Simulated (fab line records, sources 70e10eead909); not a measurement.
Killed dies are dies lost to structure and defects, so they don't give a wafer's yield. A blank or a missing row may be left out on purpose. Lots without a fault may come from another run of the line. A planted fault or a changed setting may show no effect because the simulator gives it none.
Chamber matching | flow nand_harc | NHARC_A_CONTACT_ETCH_75 on rie_diel-13: 4 sister chambers
The step etches the open film in CF4, target depth 39 nm, time 65 s. 8 wafers are shown with their chamber, then 9 later ones without.

WAFERS WITH THEIR CHAMBER
wafer  | chamber | showerhead_plenum_p_Torr (Torr) | drypump_motor_current_A (A)
L166.5 | 2       | 1.70                            | 6.02
L166.6 | 1       | 1.75                            | 5.53
L171.1 | 2       | 1.70                            | 6.03
L171.2 | 0       | 1.75                            | 5.50
L171.3 | 3       | 1.87                            | 5.80
L174.1 | 0       | 1.75                            | 5.45
L174.4 | 3       | 1.86                            | 5.79
L174.6 | 1       | 1.75                            | 5.55

WAFERS WITHOUT THEIR CHAMBER
wafer  | showerhead_plenum_p_Torr (Torr) | drypump_motor_current_A (A)
L179.1 | 1.75                            | 5.53
L179.5 | 1.75                            | 5.55
L179.6 | 1.70                            | 6.02
L182.2 | 1.74                            | 5.56
L182.3 | 1.70                            | 5.99
L182.4 | 1.75                            | 5.42
L184.1 | 1.75                            | 5.46
L184.3 | 1.86                            | 5.79
L184.4 | 1.74                            | 5.54

WHICH CHAMBER EACH WENT THROUGH
wafer  | from the rows above     | in truth
L179.1 | 1                       | 1
L179.5 | 1                       | 1
L179.6 | 2                       | 2
L182.2 | 1                       | 1
L182.3 | 2                       | 2
L182.4 | 0                       | 0
L184.1 | 0                       | 0
L184.3 | 3                       | 3
L184.4 | can't be placed: 1 or 0 | 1
Placed correctly: 8 of 9. Can't be placed from these rows: 1 (the true chamber is among the candidates in 1). Placed wrongly: 0.
How it was worked out, from the rows above alone: a wafer's distance from a chamber is the root of the sum, over the readings, of the square of ((its reading less the chamber's mean) divided by the reading's scatter). The wafer belongs to the nearest chamber; if the next one is less than 2 further off, it can't be placed. A chamber's mean is the mean of its shown wafers. The scatter: the root of (the sum of the squares of (reading less its chamber's mean) over the shown wafers, divided by (wafers less chambers)).
